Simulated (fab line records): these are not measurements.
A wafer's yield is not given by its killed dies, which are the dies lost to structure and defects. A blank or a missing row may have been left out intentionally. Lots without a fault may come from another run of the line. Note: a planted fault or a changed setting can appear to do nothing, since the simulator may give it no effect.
A lot that was struck, set against a sound lot | flow n5 finfet | 40 out of 1938 route steps
Sound: these wafers, L919.2, L919.3, L919.4. Wafers struck: L914.1, L914.2, L914.4. Last of all comes the cause.
Each step with rows lists, per side, the tool, then ch with its chambers, then its first start. Under that, the readings that differ: sound wafers | struck wafers | difference of the means | sigmas: that difference in standard deviations of wafers without a fault.
alike: a reading whose means differ by less than 2 such deviations, as well as words and numbers matching on both sides. not compared: withheld readings; readings where some wafer has no value; bounds like >300 that might hide an equal value; numbers whose values overlap and for which the record gives no deviation.
A row with sigmas, a row that says differs or no value, or rows on one side alone: a step with any of these is where the two part. When numbers do not overlap yet have no deviation, they are printed without sigmas and do not part them. A reading that every wafer of one side lacks parts them only if that side has two wafers or more.

first, 12 steps without rows for these wafers: N5_SD_EPI_N_STRIP_36 (strips in N2/H2); N5_SD_EPI_N_ETCHBACK_44 (etches SiNx in CH3F/O2, stops on SiO2, target depth 14.5 nm); N5_SD_EPI_N_ETCH_45 (etches SiOCN in CH3F/O2, target depth 6 nm); N5_SD_EPI_N_ETCH_16 (etches SiO2 in CHF3/O2, target depth 5 nm); N5_SD_EPI_N_STRIP_47 (strips in CHF3/O2); N5_SD_EPI_N_SD_RECESS_17 (chemistry HBr/Cl2/O2, target depth 41 nm, time 23.7 s, bt time 3 s); N5_SD_EPI_N_STRIP_38 (strips in N2/H2); N5_SD_EPI_N_WET_ETCH_43 (etches SiO2 in dHF, time 14 s, target depth 1.5 nm); N5_SD_EPI_N_STRIP_18 (strips in SPM, time 750 s); N5_SD_EPI_N_SRD_20 (time 30 s); N5_SD_EPI_N_PRECLEAN_48 (cleans in NF3:NH3, afs cycles 2, time 20 s, sublimation time 60 s); N5_SD_EPI_N_VAPOR_ETCH_50 (etches Si in HCl, time 54 s).
N5_SD_EPI_N_EPI_21: deposits Si:P, time 690 s.
  sound on epi rpcvd-03 ch 0, day 7 19:35; struck on epi rpcvd-01 ch 0, day 6 13:23
  alike: lamp inner pct
then, 24 steps without rows for these wafers: N5_SD_EPI_N_PRECLEAN_24 (cleans in O3/DIW, time 60 s); N5_SD_EPI_N_SRD_25 (time 30 s); N5_SD_EPI_N_PRECLEAN_49 (cleans in NF3:NH3, afs cycles 1, time 20 s, sublimation time 60 s); N5_SD_EPI_N_LINER_46 (material SiNx, target thk 3 nm); N5_SD_EPI_P_COAT_34 (time 60 s, resist thk 350 nm); N5_SD_EPI_P_COAT_35 (time 60 s, resist thk 35 nm); N5_SD_EPI_P_COAT_03 (resist thk 150 nm); N5_SD_EPI_P_EBR_05; N5_SD_EPI_P_SOFTBAKE_04 (time 60 s); N5_SD_EPI_P_EXPOSE_06 (exposes mask SD P BLK, target cd 240 nm); N5_SD_EPI_P_PEB_07 (peb time 60 s); N5_SD_EPI_P_DEVELOP_08 (develop time 30 s); N5_SD_EPI_P_DESCUM_14 (chemistry O2, time 7.9 s); N5_SD_EPI_P_ETCH_36 (etches SiARC in CF4, target depth 45.5 nm, time 75.8 s); N5_SD_EPI_P_ETCH_37 (etches SOC in N2/H2, overetch 108 nm, time 486 s); N5_SD_EPI_P_STRIP_38 (strips in N2/H2); N5_SD_EPI_P_ETCHBACK_46 (etches SiNx in CH3F/O2, stops on SiO2, target depth 17.5 nm); N5_SD_EPI_P_ETCH_47 (etches SiOCN in CH3F/O2, target depth 25 nm); N5_SD_EPI_P_ETCH_16 (etches SiO2 in CHF3/O2, target depth 5 nm); N5_SD_EPI_P_STRIP_50 (strips in CHF3/O2); N5_SD_EPI_P_SD_RECESS_17 (chemistry HBr/Cl2/O2, target depth 39.1 nm, bt time 3 s); N5_SD_EPI_P_WET_ETCH_45 (etches SiO2 in dHF, time 10.7 s, target depth 2 nm, rinse time 30 s); N5_SD_EPI_P_STRIP_40 (strips in N2/H2); N5_SD_EPI_P_PRECLEAN_52 (cleans in O3/DIW, time 60 s).
N5_SD_ACTIVATION_RS_MEAS_03: the measuring method here is four-point-probe.
  sound on film metro-02 at day 8 02:16; struck on film metro-01 at day 6 20:22
  reading          | sound             | struck            | difference | sigmas
  RS_SD_N (ohm/sq) | 21.69 21.87 21.54 | 25.92 25.83 26.54 | +4.40      | +18
  alike: RS_SD_P
-- the record jumps here: 7 days lie between the struck wafers' starts before and after (it left off in module SD_ACTIVATION and takes up again in module BEOL_M4, whose first step shown is number 1111 of the route) --
N5_BEOL_M4_RC_MEAS_101:
  sound on prober-01 ch 0, day 15 12:49; struck on prober-02 ch 0, day 14 04:02
  reading             | sound          | struck         | difference | sigmas
  ION_N (uA/um)       | 686 684 666    | 646 635 617    | -46        | -3
  RC_DENSE_N (ohm.um) | 19.2 20.0 19.8 | 23.3 24.1 23.1 | +3.8       | +6
  RC_N (ohm.um)       | 15.5 16.1 16.1 | 19.1 19.6 18.7 | +3.2       | +7
  REXT_N (ohm.um)     | 73.8 73.6 73.6 | 90.9 93.7 94.1 | +19.2      | +10
  RS_SD_N (ohm/sq)    | 28.2 28.4 27.8 | 34.0 33.5 34.2 | +5.8       | +16
  VT_N (mV)           | 248 245 253    | 257 256 263    | +10        | +2
  alike: DIBL_N, DIBL_P, IOFF_N, IOFF_P, ION_P, SS_N, SS_P, VT_P
-- the record jumps here: 5 days lie between the struck wafers' starts before and after (it left off in module BEOL_M4 and takes up again in module PASSIVATION, whose first step shown is number 1936 of the route) --
N5_PASSIVATION_PROBE_49:
  only the struck wafers here have rows in the record (prober-01, day 18 18:19); the sound ones have none

== WHERE THEY PART ==
First at N5_SD_ACTIVATION_RS_MEAS_03; last, within this record, at N5_PASSIVATION_PROBE_49.

WHY: whatever the simulator had introduced
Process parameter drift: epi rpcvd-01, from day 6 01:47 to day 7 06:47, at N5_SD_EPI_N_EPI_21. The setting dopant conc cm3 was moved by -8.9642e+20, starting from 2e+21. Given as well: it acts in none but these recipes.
